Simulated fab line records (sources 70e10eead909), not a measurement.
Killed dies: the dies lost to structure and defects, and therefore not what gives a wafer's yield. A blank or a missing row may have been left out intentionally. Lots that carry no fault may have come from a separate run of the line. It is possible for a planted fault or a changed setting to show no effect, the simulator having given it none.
Matching of chambers    flow nand_harc    NHARC_A_CHANNEL_FILL_D1_ALD_16 on ald_hk-01: 4 sister chambers
The step deposits SiO2, target thk 1.5 nm, pulse time 10 s, ald cycles 15. 16 wafers are shown with their chamber, then 8 later ones without.

== WAFERS, EACH WITH ITS CHAMBER ==
wafer   chamber  heater_power_w (W)  precursor_pulse_height_rel
L075.2  2        444                 1.010
L075.4  0        547                 1.017
L075.5  1        477                 0.997
L074.2  0        546                 1.021
L074.4  2        441                 0.972
L074.5  2        445                 0.989
L077.1  3        488                 0.989
L077.4  1        476                 1.003
L077.6  2        448                 0.982
L081.2  0        516                 0.963
L081.3  1        476                 0.976
L081.5  3        445                 0.977
L084.1  3        451                 1.014
L084.2  1        477                 0.973
L084.3  0        517                 1.004
L088.1  0        527                 0.991

SIGNATURES (means of the wafers above)
reading                     chamber 0  chamber 1  chamber 2  chamber 3  scatter within a chamber
heater_power_w              530.60     476.50     444.50     461.33     13
precursor_pulse_height_rel  0.99920    0.98725    0.98825    0.99333    0.0191
Rule: a wafer lies at a distance from a chamber equal to the root of the sum of squares, over the readings, of (its reading less the chamber's mean, divided by the reading's scatter). If the next closest chamber is less than 2 further off than the closest, the wafer can't be placed; otherwise it belongs to the closest. The scatter: the root of (the sum of the squares of (reading less its chamber's mean) over the shown wafers, divided by (wafers less chambers)).

== WAFERS MISSING THEIR CHAMBER ==
wafer   heater_power_w (W)  precursor_pulse_height_rel
L088.2  460                 0.978
L088.4  482                 0.981
L094.2  440                 1.017
L094.3  513                 0.970
L094.4  469                 0.994
L096.1  435                 1.049
L096.3  457                 0.974
L096.4  522                 1.001

== CHAMBER TAKEN BY EACH ==
wafer   from the rows above           in truth
L088.2  can't be placed: 3 or 2 or 1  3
L088.4  can't be placed: 1 or 3       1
L094.2  can't be placed: 2 or 3 or 1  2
L094.3  can't be placed: 0 or 1       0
L094.4  can't be placed: 3 or 1 or 2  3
L096.1  can't be placed: 2 or 3 or 1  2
L096.3  can't be placed: 3 or 2 or 1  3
L096.4  0                             0
Placed correctly: 1 of 8. Not placeable from these rows: 7 (in 7, the candidates include the true chamber). Number placed wrongly: 0.
